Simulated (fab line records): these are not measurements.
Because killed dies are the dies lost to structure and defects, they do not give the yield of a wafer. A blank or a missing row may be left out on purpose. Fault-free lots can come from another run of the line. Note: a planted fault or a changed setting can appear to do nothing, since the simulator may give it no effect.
Which tool is to blame? | flow n5 finfet | Sampling: 12 lots, 36 wafers, 5 of 1938 route steps

WHAT EACH GAUGE READ, for each wafer
No reading from a measuring or inspecting step in the record can be judged against a usual standard deviation.

EACH LOT AND THE TOOL THAT RAN IT (in order: tool; ch and the chambers of the sampled wafers; start)
lot  | N5_SDB_ALD_29                    | N5_HKMG_FIN_HK_ALD_01           | N5_HKMG_FIN_ALD_75              | N5_HKMG_FIN_COAT_41              | N5_PASSIVATION_PROBE_49
L783 | ald sin-03 ch 0,2, day 3 20:26   | ald hk-03 ch 0,1,2, day 4 00:05 | ald hk-01 ch 1,3, day 4 00:34   | litho track-04 ch 0, day 4 00:40 | -
L784 | ald sin-02 ch 0,2,3, day 4 04:53 | ald hk-03 ch 1,2,3, day 4 08:32 | ald hk-01 ch 1,2, day 4 09:08   | litho track-01 ch 0, day 4 09:14 | -
L785 | ald sin-04 ch 1,2,3, day 4 08:56 | ald hk-02 ch 0,2,3, day 4 12:35 | ald hk-03 ch 2,3, day 4 13:03   | litho track-02 ch 0, day 4 13:09 | -
L788 | ald sin-04 ch 0,1,3, day 5 02:20 | ald hk-01 ch 0,1,2, day 5 05:59 | ald hk-02 ch 0,1, day 5 06:29   | litho track-04 ch 0, day 5 06:35 | prober-02, day 14 22:47
L790 | ald sin-04 ch 0,1, day 5 15:46   | ald hk-03 ch 0,1,2, day 5 19:32 | ald hk-01 ch 0,2,3, day 5 20:11 | litho track-04 ch 0, day 5 20:17 | -
L791 | ald sin-02 ch 0,3, day 5 19:49   | ald hk-02 ch 0,1,2, day 5 23:41 | ald hk-03 ch 0,1,2, day 6 00:15 | litho track-02 ch 0, day 6 00:21 | prober-01, day 15 04:16
L792 | ald sin-03 ch 0,3, day 6 03:02   | ald hk-01 ch 1,2, day 6 06:44   | ald hk-02 ch 1,2, day 6 07:28   | litho track-02 ch 0, day 6 07:34 | -
L800 | ald sin-04 ch 0,1,3, day 8 01:02 | ald hk-02 ch 0,3, day 8 04:52   | ald hk-03 ch 0,2,3, day 8 05:34 | litho track-02 ch 0, day 8 05:44 | -
L802 | ald sin-03 ch 2,3, day 8 15:37   | ald hk-02 ch 0,2,3, day 8 19:19 | ald hk-03 ch 0,1,2, day 8 19:48 | litho track-02 ch 0, day 8 19:54 | prober-01, day 20 05:02
L803 | ald sin-02 ch 1,3, day 8 20:14   | ald hk-02 ch 1,2,3, day 8 23:53 | ald hk-03 ch 0,1, day 9 00:22   | litho track-01 ch 0, day 9 00:28 | -
L805 | ald sin-03 ch 2,3, day 9 07:40   | ald hk-02 ch 0,3, day 9 11:28   | ald hk-03 ch 1,2,3, day 9 11:56 | litho track-01 ch 0, day 9 12:02 | -
L806 | ald sin-03 ch 0,2, day 9 17:19   | ald hk-01 ch 0,2,3, day 9 20:58 | ald hk-02 ch 0,1, day 9 21:26   | litho track-04 ch 0, day 9 21:32 | prober-01, day 20 09:09
- N5_SDB_ALD_29: deposits SiNx, target thk 30 nm, pulse time 1 s, ald cycles 600.
- N5_HKMG_FIN_HK_ALD_01: deposits HfO2, target thk 1.6 nm, pulse time 3 s, purge time 3 s.
- N5_HKMG_FIN_ALD_75: deposits Al2O3, target thk 1 nm, co reactant pulse time 1 s.
- N5_HKMG_FIN_COAT_41: time 60 s, resist thk 300 nm.
- N5_PASSIVATION_PROBE_49

WHAT THE TOOLS THEMSELVES READ (means of the sampled wafers that have a number; where no wafer has one, the mark that the record gives instead)
N5_SDB_ALD_29.
lot  | tool       | heater power w (W) | precursor pulse height rel
L783 | ald sin-03 | 911                | 0.984
L784 | ald sin-02 | 865                | 1.004
L785 | ald sin-04 | 730                | 0.996
L788 | ald sin-04 | 766                | 1.014
L790 | ald sin-04 | 762                | 0.995
L791 | ald sin-02 | 895                | 0.993
L792 | ald sin-03 | 874                | 1.012
L800 | ald sin-04 | 779                | 0.991
L802 | ald sin-03 | 890                | 0.990
L803 | ald sin-02 | 841                | 1.015
L805 | ald sin-03 | 899                | 0.995
L806 | ald sin-03 | 907                | 0.992

N5_HKMG_FIN_HK_ALD_01.
lot  | tool      | precursor pulse height rel
L783 | ald hk-03 | 1.013
L784 | ald hk-03 | 1.002
L785 | ald hk-02 | 1.000
L788 | ald hk-01 | 0.982
L790 | ald hk-03 | 1.003
L791 | ald hk-02 | 0.997
L792 | ald hk-01 | 0.995
L800 | ald hk-02 | 1.012
L802 | ald hk-02 | 1.000
L803 | ald hk-02 | 1.008
L805 | ald hk-02 | 0.996
L806 | ald hk-01 | 1.005

N5_HKMG_FIN_ALD_75.
lot  | tool      | heater power w (W) | precursor pulse height rel
L783 | ald hk-01 | 148                | 1.002
L784 | ald hk-01 | 147                | 0.989
L785 | ald hk-03 | 153                | 0.992
L788 | ald hk-02 | 158                | 0.989
L790 | ald hk-01 | 156                | 1.009
L791 | ald hk-03 | 160                | 0.992
L792 | ald hk-02 | 157                | 0.986
L800 | ald hk-03 | 156                | 0.993
L802 | ald hk-03 | 161                | 1.006
L803 | ald hk-03 | 169                | 0.997
L805 | ald hk-03 | 153                | 1.015
L806 | ald hk-02 | 170                | 0.976

N5_HKMG_FIN_COAT_41.
lot  | tool           | spin speed rpm (rpm)
L783 | litho track-04 | 1500.4
L784 | litho track-01 | 1500.4
L785 | litho track-02 | 1500.6
L788 | litho track-04 | 1501.2
L790 | litho track-04 | 1498.6
L791 | litho track-02 | 1500.2
L792 | litho track-02 | 1501.5
L800 | litho track-02 | 1339.3
L802 | litho track-02 | 1337.7
L803 | litho track-01 | 1498.8
L805 | litho track-01 | 1499.3
L806 | litho track-04 | 1499.0

N5_PASSIVATION_PROBE_49.
lot  | tool      | killed_at_M0_to_M3 | killed_at_M4_up | killed at contacts | killed at front end | killed at other | killed dies | killed on rim | killed open | killed short
L788 | prober-02 | 39                 | 12              | 17                 | 32                  | 1.0             | 101         | 12            | 72          | 29
L791 | prober-01 | 33                 | 11              | 15                 | 32                  | 3.0             | 95          | 13            | 64          | 30
L802 | prober-01 | 41                 | 16              | 10                 | 37                  | 2.3             | 106         | 11            | 68          | 36
L806 | prober-01 | 39                 | 16              | 11                 | 39                  | 1.0             | 106         | 15            | 65          | 36

THE ANSWER, worked out from the rows above alone
Rule: the usual values come from the lots themselves. Put in order of their means at a reading, lots are off if they are a third of the lots or fewer, leave a main group of 4 or more, and stand apart from it by a gap of 3 or more times the standard deviation of the main group's means; of several such gaps the widest counts. The tables above print the reading to a certain number of digits; a main group whose means all agree to those digits is not used. Also off: a lot with no number at a reading for which 4 or more lots have one. The other lots that the step has rows for count as sound. First the gauges in route order, then the tools' own readings, where a lot's mean is used as printed above. The first step at which some lot is off is used, and at that step the reading that is off furthest; a lot without a number counts as furthest.
Off: L800, L802, at N5_HKMG_FIN_COAT_41 (spin speed rpm). The main group: mean 1500.0 rpm, standard deviation 0.96.
If a tool, at that step or one of the process steps before it, ran each lot that is off and ran no sound lot following the first of them, it fits. One fits: litho track-02 at N5_HKMG_FIN_COAT_41. Its last sound lot is L792 (day 6 07:34), its first lot that is off L800 (day 8 05:44): a fault that began between those two fits.
On the lots that are off, the tool's own readings at N5_HKMG_FIN_COAT_41 differ by more than 5 times the standard deviation of the sound lots' means, which bears it out; spin speed rpm reads 1338.5 rpm there versus 1500.0 rpm on the sound lots.

WHAT THE SIMULATOR HAD PUT IN
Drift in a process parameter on litho track-02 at N5_HKMG_FIN_COAT_41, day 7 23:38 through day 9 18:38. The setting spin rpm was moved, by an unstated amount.
Struck lots among those shown: L800, L802. Same finding as the rule above.
